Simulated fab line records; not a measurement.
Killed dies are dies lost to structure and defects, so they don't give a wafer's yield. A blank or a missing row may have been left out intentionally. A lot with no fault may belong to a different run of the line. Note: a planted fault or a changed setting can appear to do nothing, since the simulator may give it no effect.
Struck lot and sound lot, side by side | flow n5 finfet | 21 steps out of a route of 1938
Sound: wafers L696.2, L696.4, L696.6. Struck: wafers L687.1, L687.2, L687.6. At the end, the cause is stated.
Per side, at each step with rows, come the tool, then ch with its chambers, and then its first start. Under that, the readings that differ: sound wafers | struck wafers | difference of the means | sigmas: that difference in standard deviations of wafers without a fault.
alike: a reading whose means differ by less than 2 such deviations, as well as words and numbers matching on both sides. not compared: withheld readings; readings where some wafer has no value; bounds like >300 that might hide an equal value; numbers whose values overlap and for which the record gives no deviation.
Wherever a step has rows on one side only, a row that says differs or no value, or a row with sigmas, the two part there. Numbers that don't overlap but have no deviation are shown without sigmas and don't part them. A reading missing from all wafers of one side parts the sides only when that side holds two or more wafers.

first, 9 steps without rows for these wafers: N5_BEOL_M0_CO_CAP_123 (material Co, precursor CCTBA/H2, target thk 2 nm, time 102.1 s); N5_BEOL_M0_PRE_CLEAN_124 (time 15 s); N5_BEOL_M0_DEP_125 (deposits SiCN from 3MS/NH3, target thk 8 nm, time 14 s); N5_BEOL_M1_ILD_DEP_00 (deposits SiOC from DEMS/O2, target thk 79 nm, time 15.3 s); N5_BEOL_M1_PECVD_72 (deposits SiO2 from TEOS/O2, target thk 16 nm, time 18 s); N5_BEOL_M1_HM_DEP_02 (deposits TiN, target thk 20 nm); N5_BEOL_M1_COAT_61 (time 60 s, resist thk 60 nm); N5_BEOL_M1_COAT_62 (time 60 s, resist thk 12 nm); N5_BEOL_M1_COAT_73 (time 60 s, resist thk 5 nm).
N5_BEOL_M1_COAT_05: resist thk 30 nm.
  sound on litho track-02 ch 0, day 11 06:42; struck on litho track-01 ch 0, day 8 22:32
  reading                                      | sound                | struck               | difference | sigmas
  spin speed rpm (rpm)                         | 1501.9 1503.1 1499.4 | 1449.0 1447.4 1447.8 | -53.4      | -53
  model.CAR-EUV_of_BEOL_M1_COAT_05.thk nm (nm) | 30 30 30             | 30.6 30.6 30.6       | +0.6       |
  alike: chill plate temp C
then, 7 steps without rows for these wafers: N5_BEOL_M1_EBR_07; N5_BEOL_M1_SOFTBAKE_06 (time 60 s); N5_BEOL_M1_EXPOSE_08 (exposes mask M1); N5_BEOL_M1_PEB_09 (peb time 60 s); N5_BEOL_M1_DEVELOP_10 (develop time 30 s); N5_BEOL_M1_DESCUM_16 (chemistry O2, time 7 s); N5_BEOL_M1_ETCH_74 (etches underlayer in N2/H2, target depth 6.5 nm, time 5.2 s).
N5_BEOL_M1_ETCH_63: etches SiARC in CF4, target depth 15.6 nm, time 26 s.
  sound on rie diel-06 ch 2,3, day 11 07:16; struck on rie diel-05 ch 0,2,3, day 8 22:58
  reading                                      | sound        | struck         | difference | sigmas
  model.CAR-EUV_of_BEOL_M1_COAT_05.thk nm (nm) | 11.2 11 11.2 | 11.8 11.8 11.8 | +0.7       |
  alike: drypump motor current A, etch rf on time s, oes product au, rf vpp V, showerhead plenum p Torr, throttle valve pct
  not compared: rf hours counter h
then, 1 step without rows for these wafers: N5_BEOL_M1_ETCH_64 (etches SOC in N2/H2, target depth 75 nm, overetch 15 nm, time 112.5 s).
-- a jump in the record: the struck wafers' starts before and after are 2 days apart (it breaks off in module BEOL_M1 and resumes in module BEOL_M4, where the first step shown is number 1111 of the route) --
N5_BEOL_M4_RC_MEAS_101:
  sound on prober-01 ch 0, day 13 22:01; struck on prober-01 ch 0, day 11 10:47
  reading        | sound          | struck         | difference | sigmas
  DIBL_P (mV/V)  | 35.2 29.0 30.5 | 41.4 37.5 34.9 | +6.4       | +2
  IOFF_P (nA/um) | 0.22 0.14 0.16 | 0.33 0.25 0.20 | +0.09      | +2
  alike: DIBL_N, IOFF_N, ION_N, ION_P, SS_N, SS_P, VT_N, VT_P
-- record jumps: 4 days separate the struck wafers' starts on either side; left off in module BEOL_M4, taken up again in module PASSIVATION, whose first shown step is the route's number 1936 --
N5_PASSIVATION_PROBE_49:
  struck on prober-02, day 15 17:49; sound on prober-02, day 18 21:41
  reading            | sound    | struck   | difference | sigmas
  killed_at_M0_to_M3 | 28 25 14 | 47 38 98 | +39        | +4
  alike: defect limited yield, killed_at_M4_up, killed at contacts, killed at front end, killed at other, killed dies, killed open, killed short, sort_bin_4_leakage, sort_bin_5_function, sort_bin_6_memory, sort_bin_8_speed, sort n pass, sort yield pct

== WHERE THEY PART ==
Earliest at N5_BEOL_M1_COAT_05; latest, in this record, at N5_PASSIVATION_PROBE_49.

WHY: what had been put in by the simulator
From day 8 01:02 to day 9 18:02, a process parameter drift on litho track-01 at N5_BEOL_M1_COAT_05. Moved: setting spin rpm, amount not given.
